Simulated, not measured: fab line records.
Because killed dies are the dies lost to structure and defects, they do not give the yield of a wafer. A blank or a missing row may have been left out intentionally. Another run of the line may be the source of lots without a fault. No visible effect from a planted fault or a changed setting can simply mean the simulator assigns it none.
Which of the tools did it? ; flow n5Finfet ; 10 lots with 30 wafers sampled at 4 steps, on a route of 1938 steps

== WHAT THE GAUGES READ, wafer by wafer ==
N5_BEOL_M6_OCD_MEAS_38.
lot;measured;on;trenchDepthNm (nm)
L327;day 9 10:58;ocd-01;93.5 95.6 93.9
L328;day 9 21:31;ocd-02;93.0 97.0 93.4
L333;day 10 03:23;ocd-01;89.5 94.1 93.3
L331;day 10 03:58;ocd-02;93.3 96.1 93.1
L334;day 11 03:10;ocd-01;96.6 92.3 93.2
L341;day 12 11:58;ocd-01;91.3 92.4 91.6
L346;day 14 02:58;ocd-02;93.0 95.5 97.6
L347;day 14 03:52;ocd-01;98.0 98.3 96.0
L349;day 14 18:16;ocd-02;96.2 97.7 94.5
L350;day 15 15:59;ocd-01;93.2 93.6 93.0

== TOOL THAT RAN EACH LOT (tool first, then ch and the chambers of the sampled wafers, then the start) ==
lot;N5_BEOL_M6_ETCH_62;N5_BEOL_M6_ETCH_72;N5_BEOL_M6_ETCH_66
L327;rieDiel-01 ch 0,1, day 9 06:19;rieDiel-05 ch 1,2, day 9 10:34;rieDiel-05 ch 1,2, day 9 10:37
L328;rieDiel-06 ch 0,2, day 9 16:23;rieDiel-05 ch 1,3, day 9 21:07;rieDiel-05 ch 1,3, day 9 21:10
L333;rieDiel-05 ch 1,3, day 10 00:14;rieDiel-05 ch 0,2,3, day 10 02:59;rieDiel-05 ch 0,2,3, day 10 03:02
L331;rieDiel-05 ch 0,2,3, day 10 00:29;rieDiel-01 ch 0,2, day 10 03:34;rieDiel-01 ch 0,2, day 10 03:37
L334;rieDiel-06 ch 0,3, day 11 01:56;rieDiel-05 ch 1,3, day 11 02:46;rieDiel-05 ch 1,3, day 11 02:49
L341;rieDiel-01 ch 0,1, day 12 10:29;rieDiel-06 ch 0,1, day 12 11:34;rieDiel-06 ch 0,1, day 12 11:37
L346;rieDiel-05 ch 0,1,2, day 14 01:25;rieDiel-05 ch 0,1,3, day 14 02:34;rieDiel-05 ch 0,1,3, day 14 02:37
L347;rieDiel-06 ch 0,1,3, day 14 02:14;rieDiel-05 ch 0,1, day 14 03:28;rieDiel-05 ch 0,1, day 14 03:31
L349;rieDiel-01 ch 0,1, day 14 16:38;rieDiel-05 ch 0,1,2, day 14 17:53;rieDiel-05 ch 0,1,2, day 14 17:56
L350;rieDiel-01 ch 0,3, day 15 12:56;rieDiel-06 ch 1,2,3, day 15 15:35;rieDiel-06 ch 1,2,3, day 15 15:38
- N5_BEOL_M6_ETCH_62: etches SOC in N2/H2, target depth 110 nm, overetch 22 nm, time 165 s.
- N5_BEOL_M6_ETCH_72: etches underlayer in N2/H2, target depth 6.5 nm, time 5.2 s.
- N5_BEOL_M6_ETCH_66: etches SOC in N2/H2, target depth 80 nm, overetch 16 nm, time 120 s.

== WHAT THE TOOLS THEMSELVES READ (means of the sampled wafers that have a number; where no wafer has one, the mark that the record gives instead) ==
N5_BEOL_M6_ETCH_62.
lot;tool;biasW (W);drypumpMotorCurrentA (A);oesProductAu (a.u.);rfVppV (V);showerheadPlenumPTorr (Torr);throttleValvePct (%)
L327;rieDiel-01;150.4;5.9;0.75;526.2;2.65;17.70
L328;rieDiel-06;149.7;6.0;0.64;520.9;2.44;17.87
L333;rieDiel-05;150.1;6.2;0.66;521.1;2.45;18.02
L331;rieDiel-05;150.0;5.8;0.61;523.6;2.52;17.94
L334;rieDiel-06;150.8;5.3;0.63;521.0;2.44;17.93
L341;rieDiel-01;149.8;5.9;0.71;526.2;2.64;17.75
L346;rieDiel-05;150.0;5.6;0.70;523.1;2.53;17.81
L347;rieDiel-06;149.7;5.7;0.65;522.2;2.49;17.88
L349;rieDiel-01;150.3;5.6;0.64;525.0;2.57;17.96
L350;rieDiel-01;149.5;6.0;0.73;527.0;2.62;17.54

N5_BEOL_M6_ETCH_72.
lot;tool;biasW (W);drypumpMotorCurrentA (A);etchRfOnTimeS (s);oesProductAu (a.u.);rfVppV (V);showerheadPlenumPTorr (Torr);throttleValvePct (%)
L327;rieDiel-05;149.7;5.7;5.20;0.67;523.2;2.51;17.85
L328;rieDiel-05;149.8;6.5;5.14;0.64;521.5;2.43;18.09
L333;rieDiel-05;150.2;5.9;5.29;0.61;523.8;2.52;17.97
L331;rieDiel-01;149.9;6.5;5.18;0.69;525.1;2.60;17.75
L334;rieDiel-05;150.3;6.5;5.24;0.62;520.3;2.43;18.09
L341;rieDiel-06;150.0;6.2;5.38;0.65;521.5;2.49;17.91
L346;rieDiel-05;149.4;6.0;5.09;0.69;520.5;2.49;17.96
L347;rieDiel-05;149.8;5.5;5.04;0.76;525.0;2.56;17.80
L349;rieDiel-05;150.5;5.6;5.16;0.70;522.2;2.53;17.87
L350;rieDiel-06;149.9;5.3;5.19;0.67;523.1;2.49;17.80

N5_BEOL_M6_ETCH_66.
lot;tool;biasW (W);drypumpMotorCurrentA (A);oesProductAu (a.u.);rfVppV (V);showerheadPlenumPTorr (Torr);throttleValvePct (%)
L327;rieDiel-05;149.7;5.7;0.60;523.5;2.51;17.81
L328;rieDiel-05;125.6;6.5;0.58;465.0;2.43;18.03
L333;rieDiel-05;125.5;5.8;0.55;466.9;2.52;17.92
L331;rieDiel-01;149.9;6.5;0.62;525.0;2.60;17.72
L334;rieDiel-05;125.4;6.4;0.57;466.0;2.43;18.05
L341;rieDiel-06;150.2;6.2;0.59;522.2;2.49;17.87
L346;rieDiel-05;150.2;6.0;0.62;521.1;2.49;17.92
L347;rieDiel-05;149.9;5.5;0.67;524.1;2.56;17.74
L349;rieDiel-05;150.5;5.6;0.62;523.2;2.53;17.82
L350;rieDiel-06;149.5;5.3;0.60;523.4;2.49;17.76

== THE ANSWER, worked out from the rows above alone ==
Rule: the usual values come from the lots themselves. The widest of any qualifying gaps counts: lots, ordered by their means at a reading, are off when they make up no more than a third of the lots, leave a main group of 4 or more, and stand apart from it by 3 or more times the standard deviation of that group's means. A main group is skipped when, at the precision printed for the reading in the tables above, its means are all equal. Also off: a lot with no number at a reading for which 4 or more lots have one. The other lots that the step has rows for count as sound. First the gauges in route order, then the tools' own readings, where a lot's mean is used as printed above. The first step at which some lot is off is used, and at that step the reading that is off furthest; a lot without a number counts as furthest.
Off at N5_BEOL_M6_ETCH_66 (biasW): L328, L333, L334. Mean 150.0 W and standard deviation 0.31 in the main group.
A tool fits if, at that step or a process step before it, it ran every lot that is off, and no sound lot after the first of them. Not one of the candidates tried fits.

== WHAT HAD BEEN PUT IN BY THE SIMULATOR ==
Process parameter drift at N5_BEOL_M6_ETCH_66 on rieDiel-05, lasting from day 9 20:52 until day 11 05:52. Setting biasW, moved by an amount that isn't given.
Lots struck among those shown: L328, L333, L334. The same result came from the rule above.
